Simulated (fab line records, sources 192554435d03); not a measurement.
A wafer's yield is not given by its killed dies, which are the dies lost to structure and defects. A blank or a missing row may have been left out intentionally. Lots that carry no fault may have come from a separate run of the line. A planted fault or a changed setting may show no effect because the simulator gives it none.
Which tool is to blame?    flow n5-finfet    9 lots, 25 wafers sampled, at 5 steps of a route of 1938

## WHAT THE GAUGES SHOWED, per wafer
N5_SDB_THK_MEAS_31. Usual: SDB_THK 64.2 nm, standard deviation 1.3.
lot   measured     on             SDB_THK (nm)    flag
L299  day 4 14:40  film-metro-02  66.3 63.3 62.4  
L300  day 4 23:44  film-metro-01  64.2 64.9 63.6  
L301  day 5 05:15  film-metro-01  62.8 63.9 65.6  
L302  day 5 07:20  film-metro-02  64.0 64.6 67.7  
L309  day 7 07:04  film-metro-02  65.7 62.9 65.7  
L314  day 8 10:23  film-metro-02  62.8 63.5       
L315  day 8 19:05  film-metro-02  62.6 64.3 63.8  
L316  day 8 22:22  film-metro-02  64.3 64.4 62.6  
L317  day 9 05:03  film-metro-01  64.6 65.4       

N5_BEOL_M4_RC_MEAS_101. Usual: DIBL_N 36.2 mV/V, standard deviation 2.2; DIBL_P 36.5 mV/V, standard deviation 3; IOFF_N 0.16 nA/um, standard deviation 0.039; IOFF_P 0.22 nA/um, standard deviation 0.047; IOFF_P_85C 3.7 nA/um, standard deviation 0.68; IOFF_P_LIN 0.101 nA/um, standard deviation 0.017; IOFF_P_LONG 0.000103 nA/um, standard deviation 1.1e-05; ION_N 675 uA/um, standard deviation 15; ION_P 463 uA/um, standard deviation 10; SS_N 71.6 mV/dec, standard deviation 0.71; SS_P 73.4 mV/dec, standard deviation 0.94; VT_N 250 mV, standard deviation 3.6; VT_N_LVT 99 mV, standard deviation 3.7; VT_P -250 mV, standard deviation 3.9; VT_P_LONG -276 mV, standard deviation 3.4.
lot   measured      on         DIBL_N (mV/V)   DIBL_P (mV/V)   IOFF_N (nA/um)  IOFF_P (nA/um)     IOFF_P_85C (nA/um)  IOFF_P_LIN (nA/um)    IOFF_P_LONG (nA/um)         ION_N (uA/um)  ION_P (uA/um)  SS_N (mV/dec)   SS_P (mV/dec)   VT_N (mV)    VT_N_LVT (mV)  VT_P (mV)       VT_P_LONG (mV)  flag
L299  day 8 07:55   prober-02  35.7 41.1 35.3  35.8 42.1 35.4  0.14 0.26 0.14  0.18 0.29 0.18     3.2 4.7 3.2         0.088 0.121 0.088     0.000106 9.5e-05 0.000103   669 694 658    452 470 455    71.3 73.5 71.3  74.0 75.4 73.2  251 245 252  100 93 100     -253 -249 -255  -278 -277 -279  
L300  day 9 02:36   prober-02  35.1 35.4 32.2  35.7 37.1 32.7  0.14 0.15 0.10  35.03 41.22 30.11  262.9 299.2 230.2   16.016 18.634 14.624  0.017119 0.017628 0.017436  664 678 650    641 664 638    71.3 71.5 70.5  73.3 72.9 72.2  253 250 257  255 250 259    -104 -100 -104  -129 -128 -130  OFF
L301  day 8 21:22   prober-01  38.5 35.3 37.7  39.0 35.3 37.4  0.20 0.14 0.18  61.08 47.48 54.19  428.9 347.9 387.9   25.787 21.630 23.646  0.022446 0.021588 0.022031  687 662 690    676 655 670    72.4 70.6 71.3  73.7 73.4 72.9  247 249 246  244 251 246    -93 -94 -94     -120 -121 -122  OFF
L302  day 9 08:58   prober-02  35.2 34.7 38.8  36.0 34.5 39.9  0.16 0.15 0.24  44.64 39.38 61.44  327.1 295.7 425.7   21.244 19.251 26.619  0.019475 0.019773 0.01958   676 674 690    658 648 671    71.9 71.3 73.3  74.0 73.0 75.5  249 250 243  251 251 246    -98 -99 -94     -125 -124 -123  OFF
L309  day 11 16:40  prober-02  35.9 41.9 36.9  35.5 41.5 35.8  0.14 0.26 0.15  0.19 0.29 0.19     3.3 4.8 3.4         0.091 0.122 0.091     9.9e-05 9.1e-05 9.8e-05     686 690 685    468 470 461    71.3 73.5 71.1  72.7 74.6 73.0  249 243 253  97 91 97       -251 -248 -253  -276 -281 -279  
L314  day 12 21:07  prober-02  35.0 40.5       32.9 40.7       0.14 0.26       0.19 0.32          3.2 5.1             0.093 0.136           0.000126 0.000123           659 702        457 479        71.0 73.5       71.6 74.1       251 244      101 93         -249 -242       -272 -270       
L315  day 13 01:37  prober-02  32.2 35.6 36.5  32.2 35.7 37.0  0.12 0.16 0.18  0.19 0.24 0.29     3.4 4.0 4.7         0.101 0.115 0.134     0.000139 0.000128 0.000124  669 678 686    476 466 475    70.6 71.2 71.6  71.6 72.7 73.8  251 248 244  104 100 97     -247 -244 -240  -270 -271 -269  
L316  day 12 22:52  prober-01  36.1 34.7 37.6  37.7 35.3 37.5  0.18 0.15 0.20  0.27 0.22 0.26     4.6 3.8 4.5         0.127 0.109 0.124     0.000118 0.000116 0.000107  673 683 681    466 473 467    72.0 71.0 71.9  74.1 73.4 73.8  249 249 244  97 98 95       -245 -248 -247  -274 -272 -270  
L317  day 13 01:31  prober-01  37.0 37.9       38.9 40.3       0.16 0.17       0.22 0.23          3.6 3.8             0.098 0.102           9e-05 9.4e-05               673 672        455 460        71.2 72.0       73.2 73.9       251 251      101 100        -252 -250       -277 -275       

## WHICH TOOL RAN EACH LOT (tool, then ch and the chambers of the sampled wafers, then the start)
lot   N5_SDB_ETCH_25                     N5_DUMMY_REMOVAL_HM_STRIP_01       N5_HKMG_FIN_ALD_75
L299  rie-diel-02 ch 0,2, day 4 11:20    rie-diel-06 ch 0,2,3, day 4 14:43  ald-hk-01 ch 0,1, day 4 15:52
L300  rie-diel-04 ch 0,1, day 4 19:26    rie-diel-03 ch 1,2,3, day 4 23:48  ald-hk-01 ch 0,2,3, day 5 01:07
L301  rie-diel-01 ch 0,1,3, day 5 01:57  rie-diel-03 ch 0,1,3, day 5 05:19  ald-hk-03 ch 0,2,3, day 5 06:28
L302  rie-diel-04 ch 0,1,2, day 5 04:02  rie-diel-05 ch 1,2,3, day 5 07:23  ald-hk-02 ch 0,1,3, day 5 08:37
L309  rie-diel-01 ch 0,3, day 7 03:46    rie-diel-03 ch 0,2,3, day 7 07:07  ald-hk-01 ch 0,2,3, day 7 08:10
L314  rie-diel-04 ch 2,3, day 8 07:04    rie-diel-06 ch 2,3, day 8 10:26    ald-hk-03 ch 2,3, day 8 11:29
L315  rie-diel-01 ch 0,3, day 8 14:58    rie-diel-03 ch 0,1,2, day 8 19:08  ald-hk-02 ch 0,1, day 8 20:10
L316  rie-diel-01 ch 0,1,2, day 8 18:13  rie-diel-06 ch 0,2,3, day 8 22:25  ald-hk-01 ch 0,2,3, day 8 23:27
L317  rie-diel-04 ch 1,2, day 9 01:47    rie-diel-06 ch 0,2, day 9 05:10    ald-hk-02 ch 1,3, day 9 06:26
- N5_SDB_ETCH_25: etches SiO2 in C4F6/O2, target depth 10 nm, time 3.3 s.
- N5_DUMMY_REMOVAL_HM_STRIP_01: strips SiNx in CH3F/O2, stops on poly-Si, target depth 4 nm, time 6.8 s.
- N5_HKMG_FIN_ALD_75: deposits Al2O3, target thk 1 nm, co reactant pulse time 1 s.

## WHAT THE TOOLS THEMSELVES READ (means of the sampled wafers that have a number; where no wafer has one, the mark that the record gives instead)
N5_SDB_ETCH_25. Usual: drypump-motor-current-A 5.5 A, standard deviation 0.4; oes-product-au 0.80 a.u., standard deviation 0.099; rf-vpp-V 672 V, standard deviation 24; showerhead-plenum-p-Torr 2.90 Torr, standard deviation 0.078; throttle-valve-pct 21.1 %, standard deviation 0.3.
lot   tool         drypump-motor-current-A (A)  oes-product-au (a.u.)  rf-vpp-V (V)  showerhead-plenum-p-Torr (Torr)  throttle-valve-pct (%)  flag
L299  rie-diel-02  6.2                          0.69                   691           2.80                             21.2                    
L300  rie-diel-04  5.4                          0.70                   657           2.74                             21.4                    
L301  rie-diel-01  5.3                          0.76                   684           2.93                             20.9                    
L302  rie-diel-04  5.4                          0.76                   671           2.80                             21.2                    
L309  rie-diel-01  5.3                          0.75                   681           2.93                             20.9                    
L314  rie-diel-04  5.2                          0.78                   665           2.93                             21.2                    
L315  rie-diel-01  5.3                          0.75                   681           2.92                             21.0                    
L316  rie-diel-01  5.6                          0.84                   692           2.93                             21.0                    
L317  rie-diel-04  5.1                          0.87                   670           2.96                             20.9                    

N5_DUMMY_REMOVAL_HM_STRIP_01. Usual: drypump-motor-current-A 5.8 A, standard deviation 0.51; oes-product-au 0.595 a.u., standard deviation 0.03; rf-vpp-V 127.6 V, standard deviation 0.98; showerhead-plenum-p-Torr 2.03 Torr, standard deviation 0.067; throttle-valve-pct 16.40 %, standard deviation 0.17.
lot   tool         drypump-motor-current-A (A)  oes-product-au (a.u.)  rf-vpp-V (V)  showerhead-plenum-p-Torr (Torr)  throttle-valve-pct (%)  flag
L299  rie-diel-06  5.9                          0.613                  127.4         1.97                             16.29                   
L300  rie-diel-03  6.0                          0.598                  128.8         2.06                             16.59                   
L301  rie-diel-03  6.1                          0.573                  128.4         2.08                             16.54                   
L302  rie-diel-05  5.8                          0.587                  126.8         2.06                             16.44                   
L309  rie-diel-03  5.8                          0.596                  128.0         2.06                             16.55                   
L314  rie-diel-06  6.0                          0.613                  125.3         1.92                             16.43                   
L315  rie-diel-03  6.0                          0.586                  128.0         2.06                             16.52                   
L316  rie-diel-06  5.9                          0.596                  126.5         1.96                             16.34                   
L317  rie-diel-06  6.2                          0.600                  128.1         1.99                             16.29                   

N5_HKMG_FIN_ALD_75. Usual: heater-power-outer-w 75 W, standard deviation 5.7; heater-power-w 145 W, standard deviation 8.7; precursor-pulse-height-rel 0.998, standard deviation 0.021.
lot   tool       heater-power-outer-w (W)  heater-power-w (W)  precursor-pulse-height-rel  flag
L299  ald-hk-01  78                        148                 0.994                       
L300  ald-hk-01  -                         -                   -                           OFF
L301  ald-hk-03  -                         -                   -                           OFF
L302  ald-hk-02  -                         -                   -                           OFF
L309  ald-hk-01  75                        148                 0.985                       
L314  ald-hk-03  73                        138                 0.994                       
L315  ald-hk-02  77                        148                 1.017                       
L316  ald-hk-01  75                        149                 1.002                       
L317  ald-hk-02  68                        138                 1.014                       

## THE ANSWER, worked out from the rows above alone
Rule: lot off if the mean of its wafers having a number is beyond 3 standard deviations from the usual mean. A lot without any number at a reading at which 4 lots or more have one is off too. The other lots that the step has rows for count as sound. The gauges are gone through in route order, then the tools' own readings, and for those a lot's mean is taken as printed above. At the first step where some lot is off, the reading lying furthest off is the one used; lots without a number count as furthest.
Off: L300, L301, L302, at N5_BEOL_M4_RC_MEAS_101 (IOFF_P_LONG).
A tool fits if, at a process step before that reading, it ran every lot that is off, and no sound lot after the first of them. Not tried: the gauges at N5_BEOL_M4_RC_MEAS_101; whatever is off there is also off at N5_HKMG_FIN_ALD_75, on other tools, and gauge error can't account for it. No candidate that was tried fits.

## WHAT HAD BEEN PUT IN BY THE SIMULATOR
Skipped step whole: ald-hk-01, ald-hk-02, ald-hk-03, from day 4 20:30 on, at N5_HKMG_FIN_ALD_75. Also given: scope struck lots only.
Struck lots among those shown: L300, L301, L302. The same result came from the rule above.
